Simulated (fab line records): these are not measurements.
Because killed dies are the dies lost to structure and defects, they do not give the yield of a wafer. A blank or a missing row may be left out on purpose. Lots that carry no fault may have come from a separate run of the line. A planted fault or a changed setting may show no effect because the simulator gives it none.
Comparing a struck lot with a sound one ; flow nand_harc ; 16 steps out of a route of 1302
Sound: these wafers, L581.1, L581.2, L581.3. Struck: wafer L591.4; the same lot's L591.1 was not struck, so it is left out; see the end for the cause.
Each step with rows lists, per side, the tool, then ch with its chambers, then its first start. Under that, the readings that differ: sound wafers ; struck wafers ; difference of the means ; sigmas: that difference in standard deviations of wafers without a fault.
alike: readings with means less than 2 such deviations apart, plus words and numbers identical on both sides. not compared: withheld readings, readings lacking a value on some wafer, bounds such as >300 that could conceal the same value, and numbers that have no deviation in the record and whose values overlap.
The two part at a step that has a row with sigmas, a row that says differs or no value, or rows on one side only. Non-overlapping numbers with no deviation appear without sigmas and do not part them. A reading that every wafer of one side lacks parts them only if that side has two wafers or more.

first, 1 step without rows for these wafers: NHARC_A_DECK1_JOINT_SRD_15.
NHARC_A_DECK1_JOINT_DEP_16: deposits SiO2, target thk 45 nm.
  sound on pecvd-04 ch 0,1,2, day 14 06:18; struck on pecvd-04 ch 2, day 18 11:28
  alike: heater_power_w, throttle_valve_pct
NHARC_A_DECK1_JOINT_THK_MEAS_17: measures by ellipsometry.
  sound on film_metro-02 at day 14 06:35; struck on film_metro-02 at day 18 11:43
  alike: thk_nm
NHARC_A_DECK1_JOINT_INSPECT_05:
  sound on defect_inspect-02 at day 14 06:37; struck on defect_inspect-02 at day 18 11:46
reading;sound;struck;difference;sigmas
raw_defect_count;287 141 215;495;+281;+2
then NHARC_A_ONON_D2_DEP_00 (target thk 1000 nm), 1 step lacking rows for these wafers.
NHARC_A_ONON_D2_THK_MEAS_02: measures by ellipsometry.
  sound on film_metro-02 at day 14 07:11; struck on film_metro-01 at day 18 12:20
  alike: thk_nm
then NHARC_A_ONON_D2_DEP_03 (target thk 1000 nm), 1 step lacking rows for these wafers.
NHARC_A_ONON_D2_THK_MEAS_05: measures by ellipsometry.
  sound on film_metro-01 at day 14 07:46; struck on film_metro-02 at day 18 12:54
  alike: thk_nm
then NHARC_A_ONON_D2_DEP_06 (target thk 1000 nm), 1 step lacking rows for these wafers.
NHARC_A_ONON_D2_THK_MEAS_08: measures by ellipsometry.
  sound on film_metro-01 at day 14 08:20; struck on film_metro-01 at day 18 13:28
  alike: thk_nm
then NHARC_A_ONON_D2_DEP_09 (target thk 1000 nm), 1 step lacking rows for these wafers.
NHARC_A_ONON_D2_THK_MEAS_11: measures by ellipsometry.
  sound on film_metro-02 at day 14 08:54; struck on film_metro-01 at day 18 14:02
  alike: thk_nm
NHARC_A_ONON_D2_DEP_12: target thk 1000 nm.
  sound on pecvd_onon-02 ch 0, day 14 08:57; struck on pecvd_onon-04 ch 0, day 18 14:05
  alike: n2_flow_sccm
NHARC_A_ONON_D2_THK_MEAS_14: measures by ellipsometry.
  sound on film_metro-02 at day 14 09:28; struck on film_metro-01 at day 18 14:36
reading;sound;struck;difference;sigmas
thk_nm (nm);1007 1004 1004;1562;+557;+70
then, 1 step without rows for these wafers: NHARC_A_ONON_D2_ANNEAL_15 (time 3600 s).
-- break in the record here, with 12 days between the starts of the struck wafers on either side (left off in module A_ONON_D2, picked up again in module END, where the first step shown is number 1302 on the route) --
NHARC_END_SORT_01:
  here the record holds rows for the struck wafers (prober-02 ch 0, day 30 15:29) but none for the sound ones

WHERE THEY PART
Last at NHARC_END_SORT_01 as far as this record goes, first at NHARC_A_DECK1_JOINT_INSPECT_05.

WHY: whatever the simulator had introduced
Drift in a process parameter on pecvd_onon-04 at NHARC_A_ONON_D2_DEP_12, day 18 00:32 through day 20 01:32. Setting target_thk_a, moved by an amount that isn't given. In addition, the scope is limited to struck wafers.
